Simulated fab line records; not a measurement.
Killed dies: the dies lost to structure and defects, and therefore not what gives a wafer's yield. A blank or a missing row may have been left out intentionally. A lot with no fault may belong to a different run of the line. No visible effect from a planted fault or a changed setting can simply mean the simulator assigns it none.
A struck lot beside a sound one / flow nand_harc / 14 steps out of a route of 1302
Sound: these wafers, L741.2, L741.5, L741.6. Wafers L750.2, L750.4, L750.6 were the ones struck. Last of all comes the cause.
At each step with rows: each side's tool, then ch and its chambers, then its first start. Under that, the readings that differ: sound wafers / struck wafers / difference of the means / sigmas: that difference in standard deviations of wafers without a fault.
alike: same words and numbers on both sides, and readings whose means sit less than 2 such deviations apart. not compared: any withheld reading, any reading some wafer has no value for, any bound like >300 that may hide the same value, and any number with overlapping values for which the record gives no deviation.
The two part at a step that has a row with sigmas, a row that says differs or no value, or rows on one side only. Non-overlapping numbers with no deviation appear without sigmas and do not part them. A reading missing from all wafers of one side parts the sides only when that side holds two or more wafers.

NHARC_P_GATE_INSPECT_28:
  sound: defect_inspect-02 at day 5 15:58; struck: defect_inspect-02 at day 8 15:43
  alike: raw_defect_count
NHARC_P_GATE_DESCUM_31: chemistry O2, time 3 s.
  sound on rie_diel-08 ch 0,2,3, day 5 16:02; struck on rie_diel-11 ch 0,1, day 8 15:47
  alike: drypump_motor_current_A, oes_product_au, rf_vpp_V, showerhead_plenum_p_Torr, throttle_valve_pct
  not compared: rf_hours_counter_h
NHARC_P_GATE_ETCH_104: etches the open film in CF4/CHF3, target depth 60 nm.
  sound on rie_diel-08 ch 0,2,3, day 5 16:07; struck on rie_diel-11 ch 1,2, day 8 15:52
  alike: drypump_motor_current_A, oes_product_au, rf_fwd_power_W, rf_vpp_V, showerhead_plenum_p_Torr, throttle_valve_pct
NHARC_P_GATE_HM_OPEN_105: chemistry O2/COS, target depth 360 nm.
  sound on rie_diel-08 ch 0,1; struck on rie_diel-11 ch 1,2,3
reading=oes_product_au (a.u.); sound=0.998 0.997 0.992; struck=1.002 1.015 1.014; difference=+0.015; sigmas=+2
  alike: cos_flow_sccm, drypump_motor_current_A, rf_fwd_power_W, rf_vpp_V, showerhead_plenum_p_Torr, throttle_valve_pct
  not compared: rf_hours_counter_h
then, 1 step without rows for these wafers: NHARC_P_GATE_STRIP_106 (strips in O2/COS).
NHARC_P_GATE_ETCH_114: etches the open film in CF4/O2, target depth 30 nm, overetch 3 nm, time 16.5 s.
  sound on rie_diel-08 ch 0,3; struck on rie_diel-11 ch 0,2,3
  alike: drypump_motor_current_A, oes_ar_750_au, oes_product_au, rf_fwd_power_W, rf_vpp_V, showerhead_plenum_p_Torr, throttle_valve_pct
  not compared: rf_hours_counter_h
then, 1 step without rows for these wafers: NHARC_P_GATE_ETCH_32 (etches the open film in HBr/Cl2, target depth 150 nm, time 100.1 s).
NHARC_P_GATE_STRIP_108: strips in O2.
  sound on rie_diel-11 ch 0,2,3, day 5 16:41; struck on rie_diel-09 ch 2,3, day 8 16:25
reading=oes_product_au (a.u.); sound=1.017 1.004 1.003; struck=0.984 0.998 0.989; difference=-0.018; sigmas=-2
  alike: drypump_motor_current_A, rf_vpp_V, showerhead_plenum_p_Torr, throttle_valve_pct
  not compared: rf_hours_counter_h
NHARC_P_GATE_CD_MEAS_33:
  sound: cd_sem-02 at day 5 16:50; struck: cd_sem-03 at day 8 16:35
  alike: cd_nm
then, 3 steps without rows for these wafers: NHARC_P_GATE_STRIP_35 (strips in SPM, time 600 s); NHARC_P_GATE_PRECLEAN_73 (cleans in SC1); NHARC_P_GATE_SRD_74.
NHARC_P_GATE_ALD_36: deposits SiNx, target thk 20 nm, pulse time 60 s, ald cycles 223.
  sound on ald_sin-04 ch 0,2,3, day 5 18:41; struck on ald_sin-02 ch 0,3, day 8 18:05
reading=ald_cycles; sound=223 223 223; struck=304 304 304; difference=+81; sigmas=
  alike: heater_power_w, precursor_pulse_height_rel
then, 1 step without rows for these wafers: NHARC_P_GATE_ETCHBACK_37 (etches the open film in CHF3/O2, target depth 34.5 nm, time 17.2 s).

## WHERE THEY PART
Earliest at NHARC_P_GATE_HM_OPEN_105; latest, in this record, at NHARC_P_GATE_STRIP_108. Later steps at which nothing parts them and some readings are alike: NHARC_P_GATE_CD_MEAS_33, NHARC_P_GATE_ALD_36.

WHY: the cause the simulator had injected
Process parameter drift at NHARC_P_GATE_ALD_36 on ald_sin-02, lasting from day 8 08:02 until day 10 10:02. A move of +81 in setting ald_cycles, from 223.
